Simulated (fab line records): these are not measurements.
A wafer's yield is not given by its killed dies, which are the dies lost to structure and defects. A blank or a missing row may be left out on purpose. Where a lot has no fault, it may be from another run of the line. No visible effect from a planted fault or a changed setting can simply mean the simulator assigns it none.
Split-lot experiment + flow n5Finfet + route with 1938 steps; 7 lots, 21 wafers read

## SPLIT DETAILS
At N5_SD_EPI_N_EXPOSE_06 (exposes mask SD N BLK, target cd 120 nm), the setting doseMj was moved away from the recipe's 39.75 on 8 of the 21 wafers read, by +3.9% to +6.7%. This setting was run at the recipe's value on the other wafers.

## FROM THE SPLIT TO THE READING: what the file shows between them, 2 steps
- N5_SD_EPI_N_PEB_07: peb time 60 s
- N5_SD_EPI_N_DEVELOP_08: develop time 30 s

## THE READING
At N5_SD_EPI_N_CD_MEAS_09: cdNm in nanometres, against a target cd of 120 nm. Fault-free wafers of this fab line usually give 119.8 nm, standard deviation 0.6 nm.

| wafer  | tool, chamber at the split | doseMj as run | against the recipe | cdNm, nm | against lot-mates on the recipe |
|--------|----------------------------|---------------|--------------------|----------|---------------------------------|
| L075.1 | arfiScanner-03, 0          | 42.43         | +6.7%              | 125.1    | +5.0                            |
| L075.2 | arfiScanner-03, 0          | 39.75         | recipe             | 119.9    | -                               |
| L075.6 | arfiScanner-03, 0          | 39.75         | recipe             | 120.3    | -                               |
| L076.1 | arfiScanner-01, 0          | 39.75         | recipe             | 121.0    | -                               |
| L076.3 | arfiScanner-01, 0          | 41.53         | +4.5%              | 123.5    | +2.5                            |
| L076.5 | arfiScanner-01, 0          | 41.53         | +4.5%              | 123.6    | +2.6                            |
| L080.2 | arfiScanner-02, 0          | 41.4          | +4.2%              | 121.8    | +2.5                            |
| L080.3 | arfiScanner-02, 0          | 39.75         | recipe             | 119.4    | -                               |
| L080.4 | arfiScanner-02, 0          | 39.75         | recipe             | 119.1    | -                               |
| L083.3 | arfiScanner-02, 0          | 42.19         | +6.1%              | 123.7    | +4.6                            |
| L083.4 | arfiScanner-02, 0          | 39.75         | recipe             | 119.1    | -                               |
| L083.5 | arfiScanner-02, 0          | 42.19         | +6.1%              | 123.6    | +4.5                            |
| L084.1 | arfiScanner-01, 0          | 41.31         | +3.9%              | 122.9    | +3.1                            |
| L084.2 | arfiScanner-01, 0          | 41.31         | +3.9%              | 122.8    | +3.0                            |
| L084.5 | arfiScanner-01, 0          | 39.75         | recipe             | 119.8    | -                               |
| L092.3 | arfiScanner-03, 0          | 39.75         | recipe             | 120.5    | -                               |
| L092.4 | arfiScanner-03, 0          | 39.75         | recipe             | 120.8    | -                               |
| L092.5 | arfiScanner-03, 0          | 39.75         | recipe             | 120.8    | -                               |
| L094.1 | arfiScanner-03, 0          | 39.75         | recipe             | 119.4    | -                               |
| L094.4 | arfiScanner-03, 0          | 39.75         | recipe             | 119.4    | -                               |
| L094.5 | arfiScanner-03, 0          | 39.75         | recipe             | 120.2    | -                               |

THE FIT
A straight line over all 21 wafers: cdNm changes by +0.677 nm for each +1% of doseMj; r = +0.94; the points scatter about the line by 0.64 nm.
The same after taking each lot's own level away (the mean of its wafers on the recipe; 21 wafers): +0.707 nm for each +1%; r = +0.99; scatter 0.31 nm.
That fit puts the effect of the largest move of doseMj on the reading at 4.8 nm.
The lots' own levels span 119.10 to 121.00 nm, that is 3.2 times the standard deviation above.
The two slopes are in agreement: the lot-to-lot level therefore moves the slope only a little.
Check: for one of the wafers moved furthest among these (+6.7%), held out of the fit, the line's prediction against its lot-mates is +4.67 nm. It came out at +5 nm against them.

## THE OTHER SPLITS THESE WAFERS WENT THROUGH
These wafers also went through other splits before the reading. Each is held against what the fit with the lots' levels taken away leaves over:
| other split on the same wafers | wafers away from the commonest value | r with cdNm (lot level and that fit taken away) |
|--------------------------------|--------------------------------------|-------------------------------------------------|
| N5_FIN_CUT_EXPOSE_05 doseMj    | 10                                   | -0.14                                           |
| N5_DUMMY_GATE_COAT_09 spinRpm  | 5                                    | +0.04                                           |
| N5_SD_EPI_N_COAT_03 spinRpm    | 5                                    | -0.04                                           |

## THE WHOLE CHAIN: every reading that the file lists as answering this split, in the file's order
| step                   | what it does                                           | reading                                                        | change (the file's fit)               | r (the file's) |
|------------------------|--------------------------------------------------------|----------------------------------------------------------------|---------------------------------------|----------------|
| N5_SD_EPI_N_CD_MEAS_09 | target cd 120 nm                                       | cdNm                                                           | +0.701 nm for each +1% of the setting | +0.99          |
| N5_SD_EPI_N_DESCUM_14  | chemistry O2, time 7.9 s                               | SD_EPI_N.cdNm (the simulator's own value, which no gauge read) | +0.7 nm for each +1% of the setting   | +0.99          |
| N5_SD_EPI_N_ETCH_34    | etches SiARC in CF4, target depth 45.5 nm, time 75.8 s | SD_EPI_N.cdNm (the simulator's own value, which no gauge read) | +0.671 nm for each +1% of the setting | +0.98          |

## FILE'S OWN FIT
cdNm changes by +0.701 nm for each +1% of doseMj, r = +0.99.
